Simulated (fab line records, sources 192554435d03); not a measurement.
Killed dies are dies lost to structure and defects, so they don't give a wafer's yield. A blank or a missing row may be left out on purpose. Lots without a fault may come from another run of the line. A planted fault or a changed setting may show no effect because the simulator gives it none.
Split-lot experiment | flow n5_finfet | 7 lots, 21 wafers read, on a route of 1938 steps

THE SPLIT
At N5_BEOL_M0_ETCH_138 (etches SiCN in CH3F/O2, target depth 12 nm, time 31.6 s), the setting source_w was moved away from the recipe's 395 W on 4 of the 21 wafers read, by -13.6% to +13.5%. The other wafers ran this setting at the recipe's value.

The reading is taken at the split's own step.

THE READING
rf_vpp_V, in V, at N5_BEOL_M0_ETCH_138 (etches SiCN in CH3F/O2, target depth 12 nm, time 31.6 s). Fault-free wafers of this fab line usually give 297.6 V, standard deviation 1.3 V.

wafer  | tool, chamber at the split | source_w as run, W | against the recipe | rf_vpp_V, V | against lot-mates on the recipe
L075.1 | rie_diel-02, 3             | 395                | recipe             | 298.0       | -
L075.5 | rie_diel-02, 0             | 448.2              | +13.5%             | 286.4       | -12.3
L075.6 | rie_diel-02, 1             | 395                | recipe             | 299.4       | -
L077.3 | rie_diel-02, 2             | 395                | recipe             | 298.8       | -
L077.5 | rie_diel-02, 2             | 395                | recipe             | 298.6       | -
L077.6 | rie_diel-02, 3             | 367.4              | -7.0%              | 306.8       | +8.1
L080.1 | rie_diel-06, 1             | 395                | recipe             | 297.0       | -
L080.5 | rie_diel-06, 3             | 395                | recipe             | 296.6       | -
L080.6 | rie_diel-06, 0             | 395                | recipe             | 298.0       | -
L084.2 | rie_diel-06, 3             | 353                | -10.6%             | 305.3       | +8.6
L084.3 | rie_diel-06, 3             | 395                | recipe             | 295.1       | -
L084.5 | rie_diel-06, 1             | 395                | recipe             | 298.3       | -
L085.1 | rie_diel-06, 0             | 395                | recipe             | 298.3       | -
L085.2 | rie_diel-06, 3             | 395                | recipe             | 296.5       | -
L085.6 | rie_diel-06, 1             | 395                | recipe             | 298.4       | -
L089.3 | rie_diel-05, 2             | 395                | recipe             | 297.4       | -
L089.5 | rie_diel-05, 3             | 395                | recipe             | 297.1       | -
L089.6 | rie_diel-05, 2             | 341.3              | -13.6%             | 312.3       | +15.1
L097.1 | rie_diel-06, 0             | 395                | recipe             | 297.8       | -
L097.2 | rie_diel-06, 3             | 395                | recipe             | 297.1       | -
L097.6 | rie_diel-06, 3             | 395                | recipe             | 296.8       | -

THE FIT
A straight line over all 21 wafers: rf_vpp_V changes by -0.935 V for each +1% of source_w; r = -0.96; the points scatter about the line by 1.4 V.
The same after taking each lot's own level away (the mean of its wafers on the recipe; 21 wafers): -0.978 V for each +1%; r = -0.98; scatter 0.99 V.
On that fit, the largest move of source_w shifts the reading by 13 V.
The lots' own levels span 296.70 to 298.70 V, that is 1.5 times the standard deviation above.
So the lot-to-lot level changes the slope little: the two slopes agree.
Check: with one of the wafers moved furthest among these (-13.6%) left out of the fit, the line predicts +12.4 V for it against its lot-mates. It came out at +15.1 V against them.
Tool readings at the split's step, against how far the setting was moved: rf_vpp_V r = -0.96.

OTHER SPLITS ON THESE WAFERS
These wafers also went through other splits before the reading. Each is held against what the fit with the lots' levels taken away leaves over:
other split on the same wafers                  | wafers away from the commonest value | r with rf_vpp_V (lot level and that fit taken away)
N5_SD_EPI_P_ETCH_16 target_depth_a              | 5                                    | +0.13
N5_SD_EPI_P_EPI_21 temp_c                       | 7                                    | -0.11
N5_HKMG_FIN_ETCH_54 source_w                    | 6                                    | +0.02
N5_HKMG_FIN_ETCH_55 time_s                      | 8                                    | +0.09
N5_GATE_CUT_COAT_27 spin_rpm                    | 6                                    | +0.17
N5_GATE_CUT_DESCUM_18 time_s                    | 6                                    | +0.01
N5_MOL_CONTACT_COAG_ALD_27 ald_cycles           | 4                                    | +0.11
N5_MOL_CONTACT_COAG_ETCHBACK_136 target_depth_a | 3                                    | +0.16
N5_MOL_CONTACT_COAG_CVD_140 target_thk_a        | 9                                    | +0.32

THE FILE'S OWN FIT
rf_vpp_V changes by -0.983 V for each +1% of source_w, r = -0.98.
